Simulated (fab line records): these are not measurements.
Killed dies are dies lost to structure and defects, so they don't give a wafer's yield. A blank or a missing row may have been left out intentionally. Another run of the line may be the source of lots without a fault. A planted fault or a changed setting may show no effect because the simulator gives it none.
Which tool was responsible? || flow nand_harc || Sampling: 11 lots, 33 wafers, 7 of 1302 route steps

## WHAT THE GAUGES SHOWED, per wafer
NHARC_P_GATE_CD_MEAS_91: target cd 2000 nm.
{"lot": "L189", "measured": "day 5 20:54", "on": "cd_sem-03", "cd_nm (nm)": "2000.8 2001.0 2000.4"}
{"lot": "L193", "measured": "day 7 14:07", "on": "cd_sem-02", "cd_nm (nm)": "1999.5 2000.5 2001.0"}
{"lot": "L194", "measured": "day 8 07:43", "on": "cd_sem-02", "cd_nm (nm)": "1999.1 1997.9 1999.4"}
{"lot": "L195", "measured": "day 8 15:53", "on": "cd_sem-01", "cd_nm (nm)": "- - -"}
{"lot": "L196", "measured": "day 9 05:42", "on": "cd_sem-02", "cd_nm (nm)": "- - -"}
{"lot": "L197", "measured": "day 9 13:40", "on": "cd_sem-01", "cd_nm (nm)": "1998.1 1998.0 1998.0"}
{"lot": "L204", "measured": "day 12 11:25", "on": "cd_sem-02", "cd_nm (nm)": "1999.7 1999.8 2000.2"}
{"lot": "L205", "measured": "day 12 19:04", "on": "cd_sem-02", "cd_nm (nm)": "2001.6 1999.9 2001.3"}
{"lot": "L206", "measured": "day 13 01:59", "on": "cd_sem-02", "cd_nm (nm)": "1999.0 2001.7 2001.4"}
{"lot": "L208", "measured": "day 14 02:24", "on": "cd_sem-03", "cd_nm (nm)": "1998.9 1998.1 1998.9"}
{"lot": "L210", "measured": "day 14 23:10", "on": "cd_sem-02", "cd_nm (nm)": "1998.7 1998.8 1997.7"}

NHARC_P_GATE_INSPECT_68.
{"lot": "L189", "measured": "day 5 23:57", "on": "defect_inspect-02", "raw_defect_count": "110 144 165"}
{"lot": "L193", "measured": "day 7 17:11", "on": "defect_inspect-01", "raw_defect_count": "175 296 218"}
{"lot": "L194", "measured": "day 8 10:47", "on": "defect_inspect-02", "raw_defect_count": "302 194 184"}
{"lot": "L195", "measured": "day 8 18:57", "on": "defect_inspect-02", "raw_defect_count": "1229 1218 1219"}
{"lot": "L196", "measured": "day 9 08:47", "on": "defect_inspect-02", "raw_defect_count": "1227 1298 1301"}
{"lot": "L197", "measured": "day 9 18:09", "on": "defect_inspect-01", "raw_defect_count": "254 313 197"}
{"lot": "L204", "measured": "day 12 14:29", "on": "defect_inspect-02", "raw_defect_count": "212 226 196"}
{"lot": "L205", "measured": "day 12 22:16", "on": "defect_inspect-02", "raw_defect_count": "221 304 342"}
{"lot": "L206", "measured": "day 13 05:02", "on": "defect_inspect-02", "raw_defect_count": "176 419 195"}
{"lot": "L208", "measured": "day 14 05:29", "on": "defect_inspect-01", "raw_defect_count": "154 185 232"}
{"lot": "L210", "measured": "day 15 02:29", "on": "defect_inspect-01", "raw_defect_count": "155 144 153"}

NHARC_END_SORT_01.
{"lot": "L195", "measured": "day 27 06:02", "on": "prober-02", "killed_at_array": "75 87 79", "killed_at_other": "1 1 2", "killed_at_periphery": "601 589 596", "killed_dies": "677 677 677", "killed_open": "5 5 2", "killed_short": "4 3 1"}
{"lot": "L196", "measured": "day 28 12:28", "on": "prober-01", "killed_at_array": "79 92 86", "killed_at_other": "1 2 0", "killed_at_periphery": "597 583 591", "killed_dies": "677 677 677", "killed_open": "3 6 3", "killed_short": "4 2 2"}

## WHAT TOOL EACH LOT RAN ON (gives the tool, then ch and the chambers of the sampled wafers, and finally the start)
{"lot": "L189", "NHARC_P_GATE_STRIP_111": "plasma_asher-01 ch 1, day 5 17:57", "NHARC_P_GATE_STRIP_75": "plasma_asher-01 ch 1, day 5 18:16", "NHARC_P_GATE_STRIP_112": "plasma_asher-01 ch 1, day 5 19:45", "NHARC_P_GATE_EXPOSE_88": "krf_scanner-02 ch 0, day 5 20:44"}
{"lot": "L193", "NHARC_P_GATE_STRIP_111": "plasma_asher-01 ch 0,1, day 7 11:21", "NHARC_P_GATE_STRIP_75": "plasma_asher-01 ch 0,1, day 7 11:37", "NHARC_P_GATE_STRIP_112": "plasma_asher-02 ch 1, day 7 13:03", "NHARC_P_GATE_EXPOSE_88": "krf_scanner-03 ch 0, day 7 13:58"}
{"lot": "L194", "NHARC_P_GATE_STRIP_111": "plasma_asher-02 ch 0,1, day 8 04:52", "NHARC_P_GATE_STRIP_75": "plasma_asher-02 ch 0,1, day 8 05:05", "NHARC_P_GATE_STRIP_112": "plasma_asher-01 ch 0,1, day 8 06:37", "NHARC_P_GATE_EXPOSE_88": "krf_scanner-02 ch 0, day 8 07:34"}
{"lot": "L195", "NHARC_P_GATE_STRIP_111": "plasma_asher-02 ch 0,1, day 8 13:14", "NHARC_P_GATE_STRIP_75": "plasma_asher-02 ch 0,1, day 8 13:30", "NHARC_P_GATE_STRIP_112": "plasma_asher-02 ch 0,1, day 8 14:53", "NHARC_P_GATE_EXPOSE_88": "krf_scanner-02, day 8 15:44"}
{"lot": "L196", "NHARC_P_GATE_STRIP_111": "plasma_asher-01 ch 0,1, day 9 02:53", "NHARC_P_GATE_STRIP_75": "plasma_asher-01 ch 0,1, day 9 03:05", "NHARC_P_GATE_STRIP_112": "plasma_asher-01 ch 0,1, day 9 04:38", "NHARC_P_GATE_EXPOSE_88": "krf_scanner-03, day 9 05:33"}
{"lot": "L197", "NHARC_P_GATE_STRIP_111": "plasma_asher-02 ch 0,1, day 9 10:51", "NHARC_P_GATE_STRIP_75": "plasma_asher-02 ch 0,1, day 9 11:10", "NHARC_P_GATE_STRIP_112": "plasma_asher-02 ch 0,1, day 9 12:29", "NHARC_P_GATE_EXPOSE_88": "krf_scanner-04 ch 0, day 9 13:31"}
{"lot": "L204", "NHARC_P_GATE_STRIP_111": "plasma_asher-01 ch 0,1, day 12 08:29", "NHARC_P_GATE_STRIP_75": "plasma_asher-01 ch 0,1, day 12 08:47", "NHARC_P_GATE_STRIP_112": "plasma_asher-02 ch 0,1, day 12 10:14", "NHARC_P_GATE_EXPOSE_88": "krf_scanner-02 ch 0, day 12 11:16"}
{"lot": "L205", "NHARC_P_GATE_STRIP_111": "plasma_asher-02 ch 0,1, day 12 16:10", "NHARC_P_GATE_STRIP_75": "plasma_asher-02 ch 0,1, day 12 16:26", "NHARC_P_GATE_STRIP_112": "plasma_asher-02 ch 0,1, day 12 17:55", "NHARC_P_GATE_EXPOSE_88": "krf_scanner-04 ch 0, day 12 18:55"}
{"lot": "L206", "NHARC_P_GATE_STRIP_111": "plasma_asher-01 ch 0,1, day 12 23:16", "NHARC_P_GATE_STRIP_75": "plasma_asher-01 ch 0,1, day 12 23:34", "NHARC_P_GATE_STRIP_112": "plasma_asher-01 ch 0,1, day 13 00:53", "NHARC_P_GATE_EXPOSE_88": "krf_scanner-04 ch 0, day 13 01:49"}
{"lot": "L208", "NHARC_P_GATE_STRIP_111": "plasma_asher-01 ch 0,1, day 13 23:30", "NHARC_P_GATE_STRIP_75": "plasma_asher-01 ch 0,1, day 13 23:46", "NHARC_P_GATE_STRIP_112": "plasma_asher-02 ch 0,1, day 14 01:13", "NHARC_P_GATE_EXPOSE_88": "krf_scanner-03 ch 0, day 14 02:15"}
{"lot": "L210", "NHARC_P_GATE_STRIP_111": "plasma_asher-01 ch 0,1, day 14 20:16", "NHARC_P_GATE_STRIP_75": "plasma_asher-01 ch 0,1, day 14 20:31", "NHARC_P_GATE_STRIP_112": "plasma_asher-02 ch 0,1, day 14 22:02", "NHARC_P_GATE_EXPOSE_88": "krf_scanner-02 ch 0, day 14 23:01"}
- NHARC_P_GATE_STRIP_111: strips in N2/H2, time 250 s.
- NHARC_P_GATE_STRIP_75: strips in O2.
- NHARC_P_GATE_STRIP_112: strips in N2/H2, time 200 s.
- NHARC_P_GATE_EXPOSE_88: exposes mask P HVN, target cd 2000 nm.

## AS READ BY THE TOOLS THEMSELVES (means over the sampled wafers that have a number; for cases with no such wafer, the mark the record gives instead)
NHARC_P_GATE_STRIP_111.
{"lot": "L189", "tool": "plasma_asher-01", "drypump_motor_current_A (A)": 5.5, "heater_power_w (W)": 74}
{"lot": "L193", "tool": "plasma_asher-01", "drypump_motor_current_A (A)": 5.6, "heater_power_w (W)": 82}
{"lot": "L194", "tool": "plasma_asher-02", "drypump_motor_current_A (A)": 6.4, "heater_power_w (W)": 88}
{"lot": "L195", "tool": "plasma_asher-02", "drypump_motor_current_A (A)": 6.4, "heater_power_w (W)": 87}
{"lot": "L196", "tool": "plasma_asher-01", "drypump_motor_current_A (A)": 5.6, "heater_power_w (W)": 83}
{"lot": "L197", "tool": "plasma_asher-02", "drypump_motor_current_A (A)": 6.4, "heater_power_w (W)": 90}
{"lot": "L204", "tool": "plasma_asher-01", "drypump_motor_current_A (A)": 5.6, "heater_power_w (W)": 84}
{"lot": "L205", "tool": "plasma_asher-02", "drypump_motor_current_A (A)": 6.4, "heater_power_w (W)": 85}
{"lot": "L206", "tool": "plasma_asher-01", "drypump_motor_current_A (A)": 5.6, "heater_power_w (W)": 83}
{"lot": "L208", "tool": "plasma_asher-01", "drypump_motor_current_A (A)": 5.6, "heater_power_w (W)": 82}
{"lot": "L210", "tool": "plasma_asher-01", "drypump_motor_current_A (A)": 5.6, "heater_power_w (W)": 82}

NHARC_P_GATE_STRIP_75.
{"lot": "L189", "tool": "plasma_asher-01", "drypump_motor_current_A (A)": 5.5, "heater_power_w (W)": 278}
{"lot": "L193", "tool": "plasma_asher-01", "drypump_motor_current_A (A)": 5.6, "heater_power_w (W)": 300}
{"lot": "L194", "tool": "plasma_asher-02", "drypump_motor_current_A (A)": 6.4, "heater_power_w (W)": 330}
{"lot": "L195", "tool": "plasma_asher-02", "drypump_motor_current_A (A)": 6.4, "heater_power_w (W)": 325}
{"lot": "L196", "tool": "plasma_asher-01", "drypump_motor_current_A (A)": 5.6, "heater_power_w (W)": 307}
{"lot": "L197", "tool": "plasma_asher-02", "drypump_motor_current_A (A)": 6.4, "heater_power_w (W)": 338}
{"lot": "L204", "tool": "plasma_asher-01", "drypump_motor_current_A (A)": 5.6, "heater_power_w (W)": 313}
{"lot": "L205", "tool": "plasma_asher-02", "drypump_motor_current_A (A)": 6.4, "heater_power_w (W)": 317}
{"lot": "L206", "tool": "plasma_asher-01", "drypump_motor_current_A (A)": 5.6, "heater_power_w (W)": 313}
{"lot": "L208", "tool": "plasma_asher-01", "drypump_motor_current_A (A)": 5.6, "heater_power_w (W)": 312}
{"lot": "L210", "tool": "plasma_asher-01", "drypump_motor_current_A (A)": 5.6, "heater_power_w (W)": 307}

NHARC_P_GATE_STRIP_112.
{"lot": "L189", "tool": "plasma_asher-01", "drypump_motor_current_A (A)": 5.5, "heater_power_w (W)": 72}
{"lot": "L193", "tool": "plasma_asher-02", "drypump_motor_current_A (A)": 6.4, "heater_power_w (W)": 86}
{"lot": "L194", "tool": "plasma_asher-01", "drypump_motor_current_A (A)": 5.6, "heater_power_w (W)": 79}
{"lot": "L195", "tool": "plasma_asher-02", "drypump_motor_current_A (A)": 6.4, "heater_power_w (W)": 86}
{"lot": "L196", "tool": "plasma_asher-01", "drypump_motor_current_A (A)": 5.6, "heater_power_w (W)": 78}
{"lot": "L197", "tool": "plasma_asher-02", "drypump_motor_current_A (A)": 6.4, "heater_power_w (W)": 89}
{"lot": "L204", "tool": "plasma_asher-02", "drypump_motor_current_A (A)": 6.4, "heater_power_w (W)": 87}
{"lot": "L205", "tool": "plasma_asher-02", "drypump_motor_current_A (A)": 6.4, "heater_power_w (W)": 85}
{"lot": "L206", "tool": "plasma_asher-01", "drypump_motor_current_A (A)": 5.6, "heater_power_w (W)": 81}
{"lot": "L208", "tool": "plasma_asher-02", "drypump_motor_current_A (A)": 6.4, "heater_power_w (W)": 86}
{"lot": "L210", "tool": "plasma_asher-02", "drypump_motor_current_A (A)": 6.5, "heater_power_w (W)": 86}

NHARC_P_GATE_EXPOSE_88.
{"lot": "L189", "tool": "krf_scanner-02", "exposure_dose_mJ_cm2": 11.878, "focus_offset_nm (nm)": 0.7}
{"lot": "L193", "tool": "krf_scanner-03", "exposure_dose_mJ_cm2": 11.879, "focus_offset_nm (nm)": -0.0}
{"lot": "L194", "tool": "krf_scanner-02", "exposure_dose_mJ_cm2": 11.879, "focus_offset_nm (nm)": -0.1}
{"lot": "L195", "tool": "krf_scanner-02", "exposure_dose_mJ_cm2": "-", "focus_offset_nm (nm)": "-"}
{"lot": "L196", "tool": "krf_scanner-03", "exposure_dose_mJ_cm2": "-", "focus_offset_nm (nm)": "-"}
{"lot": "L197", "tool": "krf_scanner-04", "exposure_dose_mJ_cm2": 11.858, "focus_offset_nm (nm)": 0.4}
{"lot": "L204", "tool": "krf_scanner-02", "exposure_dose_mJ_cm2": 11.866, "focus_offset_nm (nm)": -0.2}
{"lot": "L205", "tool": "krf_scanner-04", "exposure_dose_mJ_cm2": 11.865, "focus_offset_nm (nm)": 0.1}
{"lot": "L206", "tool": "krf_scanner-04", "exposure_dose_mJ_cm2": 11.864, "focus_offset_nm (nm)": 0.1}
{"lot": "L208", "tool": "krf_scanner-03", "exposure_dose_mJ_cm2": 11.858, "focus_offset_nm (nm)": 0.2}
{"lot": "L210", "tool": "krf_scanner-02", "exposure_dose_mJ_cm2": 11.857, "focus_offset_nm (nm)": -0.3}

## THE ANSWER, worked out from the rows above alone
Rule: usual is defined by the lots themselves. Put in order of their means at a reading, lots are off if they are a third of the lots or fewer, leave a main group of 4 or more, and stand apart from it by a gap of 3 or more times the standard deviation of the main group's means; of several such gaps the widest counts. A main group is skipped when, at the precision printed for the reading in the tables above, its means are all equal. Also off: a lot with no number at a reading for which 4 or more lots have one. Any other lot the step has rows for is counted as sound. The gauges are gone through in route order, then the tools' own readings, and for those a lot's mean is taken as printed above. The first step at which some lot is off is used, and at that step the reading that is off furthest; a lot without a number counts as furthest.
Off: L195, L196, at NHARC_P_GATE_CD_MEAS_91 (cd_nm). Without a number there: L195, L196. Main group: mean 1999.6 nm, sd 1.1.
If a tool, at a process step before that reading, ran all the lots that are off and no sound lot after the first of them, it fits. Not tried: the gauges at NHARC_P_GATE_CD_MEAS_91; whatever is off there is also off at NHARC_P_GATE_INSPECT_68, on other tools, and gauge error can't account for it. Of those tried, none fits.

## WHAT THE SIMULATOR HAD PUT IN
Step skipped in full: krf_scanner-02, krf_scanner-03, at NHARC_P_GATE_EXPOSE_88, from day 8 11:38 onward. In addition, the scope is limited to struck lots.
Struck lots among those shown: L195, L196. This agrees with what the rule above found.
